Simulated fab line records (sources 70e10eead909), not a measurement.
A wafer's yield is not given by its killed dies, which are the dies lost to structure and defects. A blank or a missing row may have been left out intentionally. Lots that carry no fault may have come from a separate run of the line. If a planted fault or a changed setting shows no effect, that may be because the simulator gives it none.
One fault through the eyes of 3 desks ; flow nandHarc ; each desk holds nothing but its own numbers, with what lay behind them at the end

THE TOOL OWNER'S DESK: rieDiel-02
The tool's own readings at NHARC_P_M2_ETCH_28 (etches the open film in CF4/N2, target depth 30 nm, time 72.99 s): means of the sampled wafers that have a number, for each lot that ran on this tool. The brackets show how far a lot's mean lies from the usual mean; more than 4 standard deviations puts the lot out of limits, marked OUT.
Columns: A = drypumpMotorCurrentA at NHARC_P_M2_ETCH_28, usual 5.7 A; B = oesProductAu at NHARC_P_M2_ETCH_28, usual 0.997 a.u.; C = rfVppV at NHARC_P_M2_ETCH_28, usual 314.7 V; D = runLengthS at NHARC_P_M2_ETCH_28, usual 94.4 s; E = showerheadPlenumPTorr at NHARC_P_M2_ETCH_28, usual 2.66 Torr; F = throttleValvePct at NHARC_P_M2_ETCH_28, usual 19.794 %
lot;first seen here;A;B;C;D;E;F
L717;day 6 19:33;5.8;0.983;314.9;94.4;2.69;19.798
L718;day 7 01:33;5.7;0.997;314.4;94.7;2.61;19.794
L729;day 9 13:56;5.3;0.993;315.3;82.5 (-24) OUT;2.64;19.789
Finding of this desk: L729 out of limits; the first was L729 at day 9 13:56, on runLengthS at NHARC_P_M2_ETCH_28. In limits: L717, L718.

METROLOGY DESK
Means of the sampled wafers that have a number, per lot and without regard to the tool the lot ran on: this is what the gauges read. The brackets show how far a lot's mean lies from the usual mean; more than 4 standard deviations puts the lot out of limits, marked OUT.
Columns: A = cdNm at NHARC_P_M2_CD_MEAS_09, usual 169.4 nm; B = overlayXNm at NHARC_P_M2_OVL_MEAS_10, usual 0.2 nm; C = overlayYNm at NHARC_P_M2_OVL_MEAS_10, usual -0.5 nm; D = cdNm at NHARC_P_M2_CD_MEAS_16, usual 168.9 nm
lot;first seen here;A;B;C;D
L717;day 6 18:44;169.5;0.4;-0.7;170.6
L718;day 7 00:44;169.1;0.4;0.7;168.8
L729;day 9 13:08;169.1;1.0;-0.7;169.3
L736;day 11 10:17;169.5;-0.1;0.0;168.0
L738;day 11 16:38;169.7;1.2;-0.5;168.7
This desk's verdict: no lot among the 5 shows anything out of limits.

THE DEFECT DESK
For each lot, the counts of the inspections along the route, averaged over the sampled wafers that have a number. The brackets show how far a lot's mean lies from the usual mean; more than 4 standard deviations puts the lot out of limits, marked OUT.
Columns: A = rawDefectCount at NHARC_P_M2_INSPECT_11, usual 4.6
lot;first seen here;A
L717;day 6 18:52;6.0
L718;day 7 00:52;4.3
L729;day 9 13:16;4.3
L736;day 11 10:25;3.7
L738;day 11 16:46;5.0
This desk's verdict: no lot among the 5 shows anything out of limits.

BROUGHT TOGETHER
On L729, at day 9 13:56, an alarm was possible from the tool owner's desk.
At the metrology desk, nothing out of limits was observed.
Nothing out of limits was seen by the defect desk.
The metrology desk has L729 on record, within its limits.
The defect desk has L729 on record, within its limits.
On rieDiel-02, each named lot ran NHARC_P_M2_ETCH_28.

WHAT HAD BEEN PUT IN BY THE SIMULATOR
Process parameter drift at NHARC_P_M2_ETCH_28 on rieDiel-02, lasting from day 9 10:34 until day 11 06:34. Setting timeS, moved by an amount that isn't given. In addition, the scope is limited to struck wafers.
Shown lots that were struck: L729.
Time in hours from fault onset to the first out-of-limits reading at each desk: the tool owner's desk, 3.
